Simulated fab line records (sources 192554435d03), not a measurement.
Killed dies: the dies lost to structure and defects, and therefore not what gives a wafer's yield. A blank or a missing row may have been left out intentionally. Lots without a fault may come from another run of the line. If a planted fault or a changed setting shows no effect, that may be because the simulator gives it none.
Split-lot experiment | flow n5Finfet | on a route of 1938 steps: 7 lots, 39 wafers read

THE SPLIT ITSELF
At N5_BEOL_M15_DEP_53 (deposits SiCN from 3MS/NH3, target thk 50 nm, time 17.8 s), the setting targetThkA was moved away from the recipe's 500 angstrom on 6 of the 39 wafers read, by -34.1% to +56.5%. For the rest of the wafers, this setting stayed at what the recipe calls for.

The reading is taken at the split's own step.

THE READING
SiCN_of_BEOL_M15_DEP_53.thkNm (the simulator's own value, which no gauge read), in nm, at N5_BEOL_M15_DEP_53 (deposits SiCN from 3MS/NH3, target thk 50 nm, time 17.8 s). The file gives no usual value for it. The 33 wafers here that ran the recipe average 49.7 nm, standard deviation 0.54 nm.

wafer  | tool, chamber at the split | targetThkA as run, angstrom | against the recipe | SiCN_of_BEOL_M15_DEP_53.thkNm, nm | against lot-mates on the recipe
L074.1 | pecvd-01, 1                | 500                         | recipe             | 48.8                              | -
L074.2 | pecvd-01, 2                | 500                         | recipe             | 49.2                              | -
L074.3 | pecvd-01, 2,1              | 500                         | recipe             | 49.6                              | -
L074.4 | pecvd-01, 2,1              | 500                         | recipe             | 49.6                              | -
L074.5 | pecvd-01, 1                | 500                         | recipe             | 50                                | -
L074.6 | pecvd-01, 2                | 500                         | recipe             | 50.2                              | -
L078.1 | pecvd-04, 1                | 500                         | recipe             | 49.6                              | -
L078.2 | pecvd-04, 2,0              | 329.5                       | -34.1%             | 33.2                              | -16.9
L078.3 | pecvd-04, 2,0              | 329.5                       | -34.1%             | 33.2                              | -16.9
L078.4 | pecvd-04, 2                | 329.5                       | -34.1%             | 33.4                              | -16.7
L078.5 | pecvd-04, 1                | 500                         | recipe             | 50.2                              | -
L078.6 | pecvd-04, 0                | 500                         | recipe             | 50.6                              | -
L085.1 | pecvd-03, 0                | 500                         | recipe             | 49.4                              | -
L085.2 | pecvd-03, 1                | 500                         | recipe             | 49                                | -
L085.3 | pecvd-03, 2                | 500                         | recipe             | 49.2                              | -
L085.4 | pecvd-03, 1,2              | 500                         | recipe             | 50                                | -
L085.6 | pecvd-03, 1,2              | 500                         | recipe             | 50                                | -
L085.5 | pecvd-03, 0                | 500                         | recipe             | 50.4                              | -
L088.1 | pecvd-01, 0                | 500                         | recipe             | 49.4                              | -
L088.2 | pecvd-01, 2                | 500                         | recipe             | 48.8                              | -
L088.3 | pecvd-01, 1                | 782.3                       | +56.5%             | 77.2                              | +27.7
L088.4 | pecvd-01, 2                | 782.3                       | +56.5%             | 78.6                              | +29.1
L088.5 | pecvd-01, 1                | 500                         | recipe             | 50.2                              | -
L088.6 | pecvd-01, 0                | 782.3                       | +56.5%             | 79.6                              | +30.1
L086.2 | pecvd-03, 2                | 500                         | recipe             | 48.8                              | -
L086.4 | pecvd-03, 2                | 500                         | recipe             | 50.4                              | -
L086.6 | pecvd-03, 1                | 500                         | recipe             | 50.8                              | -
L093.1 | pecvd-04, 1,2              | 500                         | recipe             | 49                                | -
L093.2 | pecvd-04, 1,2              | 500                         | recipe             | 49                                | -
L093.3 | pecvd-04, 2                | 500                         | recipe             | 50                                | -
L093.6 | pecvd-04, 2                | 500                         | recipe             | 50                                | -
L093.4 | pecvd-04, 1                | 500                         | recipe             | 50.2                              | -
L093.5 | pecvd-04, 1                | 500                         | recipe             | 49.8                              | -
L096.1 | pecvd-01, 1                | 500                         | recipe             | 49.2                              | -
L096.2 | pecvd-01, 2,0,1            | 500                         | recipe             | 49.6                              | -
L096.3 | pecvd-01, 2,0,1            | 500                         | recipe             | 49.6                              | -
L096.6 | pecvd-01, 2,0,1            | 500                         | recipe             | 49.6                              | -
L096.4 | pecvd-01, 2                | 500                         | recipe             | 50                                | -
L096.5 | pecvd-01, 0                | 500                         | recipe             | 49.4                              | -
The file does not say which wafer passed through which chamber wherever a row lists several chambers: such a row stands for several wafers.

THE FIT
A straight line over all 39 wafers: SiCN_of_BEOL_M15_DEP_53.thkNm changes by +0.502 nm for each +1% of targetThkA; r = +1.00; the points scatter about the line by 0.62 nm.
The same after taking each lot's own level away (the mean of its wafers on the recipe; 39 wafers): +0.508 nm for each +1%; r = +1.00; scatter 0.57 nm.
On that fit, the largest move of targetThkA shifts the reading by 29 nm.
Measured against the standard deviation above, the lots' own levels, which go from 49.47 to 50.13 nm, span 1.2 times it.
Hence the lot-to-lot level has little effect on the slope; both slopes agree.
Check: for one of the wafers moved furthest among these (+56.5%), held out of the fit, the line's prediction against its lot-mates is +29.1 nm. It came out at +27.7 nm against them.

OTHER SPLITS APPLIED TO THESE WAFERS
Note: prior to the reading, these wafers also went through further splits. Each is held against what the fit with the lots' levels taken away leaves over:
other split on the same wafers      | wafers away from the commonest value | r with SiCN_of_BEOL_M15_DEP_53.thkNm (lot level and that fit taken away)
N5_BEOL_M6_HM_DEP_02 targetThkA     | 15                                   | -0.07
N5_BEOL_M8_VIA_ETCH_34 targetDepthA | 15                                   | -0.05
N5_BEOL_M12_SPUTTER_43 targetThkA   | 9                                    | +0.01

FILE'S OWN FIT
SiCN_of_BEOL_M15_DEP_53.thkNm changes by +0.509 nm for each +1% of targetThkA, r = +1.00.
